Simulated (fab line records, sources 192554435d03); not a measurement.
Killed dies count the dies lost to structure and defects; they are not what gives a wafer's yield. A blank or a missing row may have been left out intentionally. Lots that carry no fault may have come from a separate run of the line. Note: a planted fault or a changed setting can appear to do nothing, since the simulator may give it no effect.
Which tool is to blame? ; flow n5_finfet ; 11 lots, 33 wafers sampled, at 3 steps of a route of 1938

WHAT THE GAUGES READ, wafer by wafer
N5_BEOL_M12_CD_MEAS_10: target cd 140 nm. Usual: cd_nm at 139.8 nm, with a standard deviation of 1.5.
lot;measured;on;cd_nm (nm);flag
L453;day 10 11:13;cd_sem-01;140.8 139.7 139.0;
L452;day 10 16:28;cd_sem-03;141.0 138.9 136.8;
L456;day 11 19:14;cd_sem-01;140.9 140.2 140.9;
L459;day 12 00:48;cd_sem-01;138.7 139.2 141.6;
L461;day 12 21:45;cd_sem-03;141.9 138.9 138.9;
L460;day 12 21:55;cd_sem-03;136.0 137.7 137.7;
L465;day 13 19:55;cd_sem-03;144.9 140.2 140.9;
L469;day 14 18:32;cd_sem-03;140.3 139.7 139.6;
L470;day 15 01:30;cd_sem-03;138.3 140.2 140.1;
L471;day 15 07:13;cd_sem-03;138.8 141.1 141.5;
L474;day 16 09:29;cd_sem-01;138.2 140.0 137.7;

N5_BEOL_M12_CD_MEAS_17: target cd 140 nm. Usual: cd_nm at 140.1 nm, with a standard deviation of 1.7.
lot;measured;on;cd_nm (nm);flag
L453;day 10 11:47;cd_sem-01;142.0 140.2 138.9;
L452;day 10 17:38;cd_sem-03;139.3 139.3 136.7;
L456;day 11 19:53;cd_sem-03;141.2 140.2 141.1;
L459;day 12 01:23;cd_sem-01;137.5 139.9 142.2;
L461;day 12 22:21;cd_sem-02;141.9 137.8 138.1;
L460;day 12 22:30;cd_sem-01;137.0 137.2 138.6;
L465;day 13 20:38;cd_sem-03;145.1 141.3 142.0;
L469;day 14 19:07;cd_sem-02;141.7 140.2 141.2;
L470;day 15 02:05;cd_sem-03;138.7 140.0 141.1;
L471;day 15 07:55;cd_sem-02;138.8 141.1 141.9;
L474;day 16 10:04;cd_sem-02;138.7 139.6 138.8;

TOOL THAT RAN EACH LOT (tool first, then ch and the chambers of the sampled wafers, then the start)
lot;N5_BEOL_M12_DESCUM_15
L453;rie_diel-06 ch 2,3, day 10 11:18
L452;rie_diel-03 ch 1,2,3, day 10 17:08
L456;rie_diel-05 ch 2,3, day 11 19:23
L459;rie_diel-06 ch 1,2,3, day 12 00:53
L461;rie_diel-03 ch 0,1,3, day 12 21:51
L460;rie_diel-06 ch 0,1,2, day 12 22:01
L465;rie_diel-05 ch 2,3, day 13 20:07
L469;rie_diel-06 ch 0,1,2, day 14 18:37
L470;rie_diel-06 ch 0,2, day 15 01:35
L471;rie_diel-06 ch 2,3, day 15 07:25
L474;rie_diel-06 ch 1,2, day 16 09:34
- N5_BEOL_M12_DESCUM_15: chemistry O2, time 7.9 s.

WHAT THE TOOLS THEMSELVES READ (means of the sampled wafers that have a number; where no wafer has one, the mark that the record gives instead)
N5_BEOL_M12_DESCUM_15. Usual: drypump_motor_current_A 5.6 A, standard deviation 0.44; oes_product_au 0.79 a.u., standard deviation 0.093; rf_vpp_V 243.1 V, standard deviation 1.4; showerhead_plenum_p_Torr 2.10 Torr, standard deviation 0.083; throttle_valve_pct 20.40 %, standard deviation 0.18.
lot;tool;drypump_motor_current_A (A);oes_product_au (a.u.);rf_vpp_V (V);showerhead_plenum_p_Torr (Torr);throttle_valve_pct (%);flag
L453;rie_diel-06;5.9;0.84;243.9;2.15;20.25;
L452;rie_diel-03;5.7;0.83;242.1;2.06;20.49;
L456;rie_diel-05;5.4;0.82;243.0;2.08;20.39;
L459;rie_diel-06;5.8;0.76;243.0;2.09;20.26;
L461;rie_diel-03;5.7;0.84;243.0;2.07;20.54;
L460;rie_diel-06;5.3;0.85;243.9;2.16;20.29;
L465;rie_diel-05;5.5;0.76;243.4;2.12;20.29;
L469;rie_diel-06;5.3;0.83;243.5;2.15;20.30;
L470;rie_diel-06;5.4;0.87;244.1;2.20;20.34;
L471;rie_diel-06;6.2;0.91;243.9;2.23;20.14;
L474;rie_diel-06;5.5;0.75;243.8;2.11;20.24;

THE ANSWER, worked out from the rows above alone
Rule: a lot counts as off when the mean over its wafers that have a number is more than 3 standard deviations away from the usual mean. Also off: a lot with no number at a reading for which 4 or more lots have one. Where the step has rows for the other lots, those lots are counted as sound. First the gauges in route order, then the tools' own readings, where a lot's mean is used as printed above. At the first step where some lot is off, the reading lying furthest off is the one used; lots without a number count as furthest.
No lot is off at any reading shown: from this, nothing can be told.

WHAT THE SIMULATOR HAD INSERTED
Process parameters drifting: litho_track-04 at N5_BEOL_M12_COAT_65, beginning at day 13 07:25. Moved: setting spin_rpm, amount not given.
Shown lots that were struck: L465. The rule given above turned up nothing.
